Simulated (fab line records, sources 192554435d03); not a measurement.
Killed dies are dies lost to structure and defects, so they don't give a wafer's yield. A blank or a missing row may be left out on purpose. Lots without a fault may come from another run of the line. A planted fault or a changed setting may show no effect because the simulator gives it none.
fab line records | flow n5_finfet | part 2 of 2: steps 20 to 26 of 26
record lots=5 wafers=15 last_day=17
route steps=1938 shown BEOL_M0_SAQP@676 BEOL_M0_CUTY@701
lots that met no fault: from a run of the same line without faults
start_h: hours from the record's first day to the start of the lot's first wafer shown | wait_h: hours since the lot's step before | " the same as in the row above | L1.1+2: a row that stands for several wafers | - no value, or no start given | * or withheld: withheld | < > ~ a bound
route shown NAME@n: a module of which the file shows steps, and the number in the route of the first | usual: mean/standard deviation of fault-free wafers | same: alike in all rows | chamber/n: place in a boat | sites: the reading at each site | _std_site: their standard deviation | _edge_site: outer sites' mean less inner sites' | radius_mm: how far each site lies from the wafer's centre | mask NAME#n: copy n | behind: the tool/chamber that last shaped the wafer | hold: why the lot was held/for how many hours/how that ended | device: the transistor (n, p or np) that didn't switch | end of line: the same wafers' tests at the end of the route | a step without rows: its recipe alone | killed: dies lost to structure and defects at the first sort, not the wafer's yield | map: a wafer's dies, x killed, . not, _ none there
set.NAME: the setting as run; set.NAME@STEP: as run at that earlier step | model.NAME: the simulator's own value behind a step, which no gauge read
lots at some steps of the route; a table a step, a row a wafer
services: from which hour (start_h, from the record's first day; less than 0 if before it) a tool's chamber was out of use, for how many hours, and why
## steps
# step N5_BEOL_M0_SAQP_CUT_ETCH_46
# recipe chemistry=N2/H2 target=SOC target_depth_a=1350 overetch_a=270 temp_c=40 time_s=202.5 ion_energy_ev=200 mask_material=SiARC pressure_mtorr=30 source_w=840 bias_w=150 n2_flow_sccm=200 h2_flow_sccm=200
# usual drypump_motor_current_A=5.9/0.56 rf_vpp_V=524.3/2.3 showerhead_plenum_p_Torr=2.55/0.078 throttle_valve_pct=17.82/0.19
# columns lot.wafer tool chamber start_h wait_h drypump_motor_current_A rf_hours_counter_h rf_vpp_V showerhead_plenum_p_Torr throttle_valve_pct
L074.2 rie_diel-05 0 112.30 0.0 6.6 133 521.0 2.46 17.58
L074.5 " 1 " " 5.3 - 526.6 2.61 17.85
L074.6 " 0 " " 6.6 - 520.6 2.46 17.59
L076.1 rie_diel-03 0 126.33 0.0 5.9 249 522.5 2.51 18.35
L076.2 " 2 " " 6.0 248 527.8 2.62 18.29
L076.3 " 3 " " 4.8 152 527.0 2.65 17.86
L077.1 rie_diel-05 1 126.92 0.0 5.3 229 524.8 2.61 17.88
L077.2 " 2 " " 6.6 139 524.4 2.54 17.76
L077.4 " 0 " " 6.6 - 520.9 2.46 17.57
L090.1 rie_diel-02 1 205.70 0.0 6.3 72 524.8 2.60 17.60
L090.4 " 0 " " 5.2 236 525.3 2.60 17.69
L090.6 " 1 " " 6.3 - 525.6 2.60 17.60
L093.1 rie_diel-05 3 226.49 0.0 5.8 185 525.0 2.64 18.13
L093.3 " 0 " " 6.6 169 521.3 2.44 17.64
L093.4 " 2 " " 6.7 172 522.8 2.52 17.81
# step N5_BEOL_M0_SAQP_STRIP_74
# recipe chemistry=N2/H2 temp_c=40 n2_flow_sccm=200 h2_flow_sccm=200 rf_frequency_hz=6e+07
# columns lot.wafer tool chamber start_h wait_h
L074.2+5+6 rie_diel-05 0,1,0 112.46 0.1
L076.1+2+3 rie_diel-03 0,2,3 126.48 0.1
L077.1+2+4 rie_diel-05 1,2,0 127.08 0.1
L090.1+4+6 rie_diel-02 1,0,1 205.86 0.1
L093.1+3+4 rie_diel-05 3,0,2 226.65 0.1
# step N5_BEOL_M0_SAQP_STRIP_89
# recipe chemistry=N2/H2 temp_c=40 n2_flow_sccm=200 h2_flow_sccm=200 rf_frequency_hz=6e+07
# columns lot.wafer tool chamber start_h wait_h
L074.2+5+6 rie_diel-05 0,1,0 112.47 0.0
L076.1+2+3 rie_diel-03 0,2,3 126.49 0.0
L077.1+2+4 rie_diel-05 1,2,0 127.09 0.0
L090.1+4+6 rie_diel-02 1,0,1 205.87 0.0
L093.1+3+4 rie_diel-05 3,0,2 226.66 0.0
# step N5_BEOL_M0_SAQP_ALD_48
# recipe material=SiO2 target_thk_a=200 temp_c=100 ald_precursor_family=BDEAS ald_co_reactant=O2-plasma pulse_time_s=1 co_reactant_pulse_time_s=1 purge_time_s=2 co_reactant_purge_time_s=2 ald_cycles=139 pressure_torr=2
# usual heater_power_w=79/6.7 precursor_pulse_height_rel=1.003/0.02
# columns lot.wafer tool chamber start_h wait_h heater_power_w precursor_pulse_height_rel
L074.2 ald_sin-02 2 112.50 0.0 67 1.005
L074.5 " 0 " " 92 0.993
L074.6 " 3 " " 91 1.008
L076.1 ald_sin-03 1 126.57 0.1 76 1.040
L076.2 " 3 " " 69 0.995
L076.3 " 2 " " 77 1.018
L077.1 ald_sin-03 2 127.15 0.0 78 1.042
L077.2 " 0 " " 81 0.999
L077.4 " 1 " " 75 1.014
L090.1 ald_sin-01 1 206.00 0.1 76 1.011
L090.4 " 2 " " 79 0.981
L090.6 " 2 " " 80 0.985
L093.1 ald_sin-03 2 227.05 0.4 77 1.013
L093.3 " 1 " " 78 1.024
L093.4 " 0 " " 80 0.985
# step N5_BEOL_M0_SAQP_ETCH_49
# recipe chemistry=CF4/O2 target_depth_a=370 target=SiO2 pressure_mtorr=40 source_w=535 bias_w=49 Ar_flow_sccm=100 cf4_flow_sccm=100 O2_flow_sccm=10 ion_energy_ev=100
# usual cf4_flow_sccm=100.06/0.27 drypump_motor_current_A=5.8/0.56 oes_product_au=0.76/0.089 rf_vpp_V=242.8/2.8 showerhead_plenum_p_Torr=2.22/0.062 throttle_valve_pct=15.88/0.23
# columns lot.wafer tool chamber start_h wait_h cf4_flow_sccm drypump_motor_current_A oes_product_au rf_hours_counter_h rf_vpp_V showerhead_plenum_p_Torr throttle_valve_pct
L074.2 rie_diel-03 0 113.07 0.3 100.18 5.9 0.67 246 240.8 2.17 16.36
L074.5 " 2 " " 100.17 6.0 0.69 - 240.5 2.27 16.27
L074.6 " 3 " " 100.14 4.8 0.75 - 247.4 2.30 15.86
L076.1 rie_diel-03 3 127.10 0.3 100.36 4.8 0.74 152 245.4 2.30 15.87
L076.2 " 2 " " 100.25 6.0 0.68 248 242.1 2.27 16.26
L076.3 " 0 " " 100.41 5.9 0.68 249 240.3 2.16 16.37
L077.1 rie_diel-03 3 127.67 0.3 99.57 4.8 0.74 152 245.4 2.30 15.87
L077.2 " 1 " " 99.78 5.3 0.76 156 242.8 2.21 16.20
L077.4 " 2 " " 100.20 6.0 0.68 248 241.8 2.27 16.28
L090.1 rie_diel-03 0 206.52 0.3 100.25 5.9 0.95 22 238.9 2.16 15.85
L090.4 " 2 " " 100.03 6.0 0.97 11 241.7 2.26 15.77
L090.6 " 1 " " 99.85 5.3 0.73 - 242.3 2.20 16.26
L093.1 rie_diel-05 2 227.57 0.3 99.87 6.6 0.73 172 242.3 2.19 15.80
L093.3 " 0 " " 100.21 6.6 0.74 169 245.8 2.13 15.63
L093.4 " 3 " " 100.26 5.9 0.70 185 242.8 2.27 16.12
# step N5_BEOL_M0_SAQP_STRIP_75
# recipe chemistry=CF4 resist=SiARC power_w=300 bias_power_w=75 pressure_mtorr=50 cf4_flow_sccm=150 rf_frequency_hz=6e+07
# usual cf4_flow_sccm=150.0/0.42 drypump_motor_current_A=5.8/0.56 oes_product_au=0.177/0.019 rf_vpp_V=271.4/1.4 showerhead_plenum_p_Torr=1.80/0.052 throttle_valve_pct=13.60/0.24
# columns lot.wafer tool chamber start_h wait_h cf4_flow_sccm drypump_motor_current_A oes_product_au rf_hours_counter_h rf_vpp_V showerhead_plenum_p_Torr throttle_valve_pct
L074.2 rie_diel-03 0 113.17 0.1 150.3 5.9 0.158 246 271.7 1.75 14.07
L074.5 " 2 " " 150.0 6.0 0.159 - 271.8 1.83 13.95
L074.6 " 3 " " 148.8 4.9 0.175 - 271.9 1.84 13.48
L076.1 rie_diel-03 3 127.20 0.1 150.4 4.8 0.173 152 272.3 1.84 13.50
L076.2 " 2 " " 149.7 6.0 0.159 248 272.0 1.83 13.96
L076.3 " 0 " " 149.8 5.9 0.155 249 271.9 1.75 14.08
L077.1 rie_diel-03 3 127.77 0.1 150.3 4.8 0.176 152 272.3 1.84 13.50
L077.2 " 1 " " 149.3 5.3 0.175 156 269.7 1.80 13.93
L077.4 " 2 " " 149.3 6.0 0.160 248 271.9 1.83 13.98
L090.1 rie_diel-03 0 206.62 0.1 149.4 6.0 0.213 22 270.7 1.75 13.52
L090.4 " 2 " " 150.6 6.0 0.218 11 273.7 1.83 13.40
L090.6 " 1 " " 149.7 5.3 0.164 - 272.0 1.80 13.99
L093.1 rie_diel-05 2 227.67 0.1 150.4 6.6 0.168 172 271.1 1.78 13.55
L093.3 " 0 " " 150.4 6.6 0.172 169 270.8 1.71 13.33
L093.4 " 3 " " 149.9 5.8 0.162 185 274.1 1.84 13.83
# step N5_BEOL_M0_CUTY_COAT_50
# recipe resist=SiARC temp_c=220 time_s=60 spin_rpm=1500 resist_thk_nm=15
# usual exhaust_pa=44.8/0.94 plate_temp_C=219.99/0.18
# columns lot.wafer tool chamber start_h wait_h exhaust_pa plate_temp_C
L074.2 litho_track-05 0 113.21 0.0 47.0 220.15
L074.5 " 0 " " 45.9 219.97
L074.6 " 0 " " 46.6 219.83
L076.1 litho_track-04 0 127.24 0.0 44.2 220.06
L076.2 " 0 " " 45.1 220.07
L076.3 " 0 " " 44.4 220.20
L077.1 litho_track-04 0 127.81 0.0 44.2 220.05
L077.2 " 0 " " 45.7 219.94
L077.4 " 0 " " 45.1 219.67
L090.1 litho_track-05 0 206.67 0.0 44.6 220.08
L090.4 " 0 " " 45.4 220.15
L090.6 " 0 " " 43.7 219.96
L093.1 litho_track-03 0 227.72 0.0 44.4 220.00
L093.3 " 0 " " 45.6 220.11
L093.4 " 0 " " 46.0 220.04
## services
# columns tool chamber start_h hours kind
euv_scanner-02 - 87.43 1.0 pm
ald_sin-01 2 101.12 6.2 repair
euv_scanner-02 - 105.93 0.6 repair
rie_diel-05 3 120.53 12.2 repair
euv_scanner-01 - 124.19 1.0 pm
rie_diel-05 0 130.14 5.3 repair
rie_diel-03 0 130.43 - clean
ald_sin-02 2 130.82 3.4 repair
euv_scanner-02 - 131.32 5.8 pm
euv_scanner-02 - 143.58 1.0 pm
euv_scanner-02 - 145.54 2.4 repair
rie_diel-02 - 145.77 0.3 repair
euv_scanner-01 - 153.59 6.2 repair
rie_si-05 3 170.39 8.0 repair
ald_sin-02 - 177.38 14.0 pm
euv_scanner-01 - 180.34 1.0 pm
rie_diel-05 1 196.49 - clean
rie_diel-05 1 196.49 - consumable_replace:focus_ring
rie_diel-05 1 196.49 20.2 scheduled_down
rie_diel-05 1 196.49 20.2 vent_cycle
euv_scanner-02 - 199.73 1.0 pm
ald_sin-02 1 203.12 14.9 repair
rie_si-05 1 222.18 5.0 repair
ald_sin-03 - 225.16 1.1 repair
